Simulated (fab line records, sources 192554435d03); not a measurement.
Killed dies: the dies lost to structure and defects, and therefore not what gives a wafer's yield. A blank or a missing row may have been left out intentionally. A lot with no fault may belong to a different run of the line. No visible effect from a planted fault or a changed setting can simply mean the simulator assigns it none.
Problem report, 8D (eight disciplines) form, completed by code + flow n5 finfet + the parts of the form that need people (team, actions taken, sign-off) are left out

1. THE ISSUE
Mean of killed at contacts at N5_PASSIVATION_PROBE_49: 125 across 6 wafers in 2 lots; on wafers with no fault it is 14 (standard deviation 6.4). Relative to the usual mean, that is a shift of +17 standard deviations.
First seen on wafer L914.1, day 15 01:52, on prober-02. The record holds 21 wafers of 7 lots with a number at this step. Rule for "out" (also "out of limits"): further than 4 standard deviations from the usual mean. The rest of the wafers with a number are treated as sound.

2. WHAT THIS IS AND IS NOT
| question                    | is                                                       | is not                                                                             |
|-----------------------------|----------------------------------------------------------|------------------------------------------------------------------------------------|
| which readings at this step | killed at contacts, defect limited yield, sort yield pct | killed at front end, killed at other, killed open, killed short, sort_bin_6_memory |
| which lots                  | L914, L917                                               | L909, L910, L911, L923, L925                                                       |
| which wafers of those lots  | all that have a number                                   | -                                                                                  |
| read on which tools         | prober-01, prober-02                                     | -                                                                                  |
| when                        | from day 15 01:52                                        | up to then (9 sound wafers); but 6 sound wafers of L923, L925 came after           |

3. SUSPECTS, AND WHAT RULES EACH OUT
Counting: any tool at a process step up to the reading is kept as a suspect provided that every lot that is out went through it and no sound lot did after the first of them.
- rie diel-06 at N5_MOL_CONTACT_COAG_VIA_ETCH_117 (etches SiO2 in C4F6/O2, target depth 40 nm, overetch 8 nm, time 26 s): kept. All lots that are out passed through it, beginning with L914 at day 7 10:15, and no sound lot followed; its final sound lot before that point was L910 at day 6 09:43.
Remaining after the count: rie diel-06 at N5_MOL_CONTACT_COAG_VIA_ETCH_117.

4. THE CAUSE (what the simulator had put in)
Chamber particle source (rie diel-06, N5_MOL_CONTACT_COAG_VIA_ETCH_117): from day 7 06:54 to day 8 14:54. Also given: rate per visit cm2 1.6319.
After counting, this tool was the only one left.

5. THE CHAIN OF EFFECTS, in route order
Rows list readings where the struck wafers' mean (over those with a number) sits beyond 3 standard deviations from the usual. Only readings whose record carries a usual standard deviation are examined. hours: median over the lots of the time between each lot's start at the first step of this table that gives one and its start at this step. sigmas: the change, counted in usual standard deviations.
| hours | step                    | reading              | usual  | on struck wafers | change | sigmas |
|-------|-------------------------|----------------------|--------|------------------|--------|--------|
| 0     | N5_PASSIVATION_PROBE_49 | defect limited yield | 90.9 % | 81.8             | -9.1   | -7.0   |
| 0     | N5_PASSIVATION_PROBE_49 | killed at contacts   | 14     | 125              | +111   | +17    |
| 0     | N5_PASSIVATION_PROBE_49 | killed dies          | 108    | 214              | +106   | +6.7   |
| 0     | N5_PASSIVATION_PROBE_49 | killed on rim        | 14     | 25               | +11    | +3.0   |
| 0     | N5_PASSIVATION_PROBE_49 | sort_bin_5_function  | 5.4 %  | 10.4             | +5.0   | +5.5   |
| 0     | N5_PASSIVATION_PROBE_49 | sort n pass          | 1072   | 966              | -106   | -6.7   |
| 0     | N5_PASSIVATION_PROBE_49 | sort yield pct       | 90.9 % | 81.8             | -9.1   | -7.0   |
It contains these process steps:
- N5_PASSIVATION_PROBE_49

6. WHAT WOULD HAVE CAUGHT IT SOONER
187 hours passed between the start of the fault at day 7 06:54 and the first reading out of limits in this record, taken at day 15 01:52.
No tool reading at N5_MOL_CONTACT_COAG_VIA_ETCH_117 that has a usual standard deviation in the record was out on any struck wafer, so an alarm limit of 4 standard deviations on those readings would not have fired.
The start of N5_MOL_CONTACT_COAG_VIA_ETCH_117 on rie diel-06 came by day 15 01:52 for every one of the lots that are out (2). Had the tool been put on hold then, not one of them would have been saved.
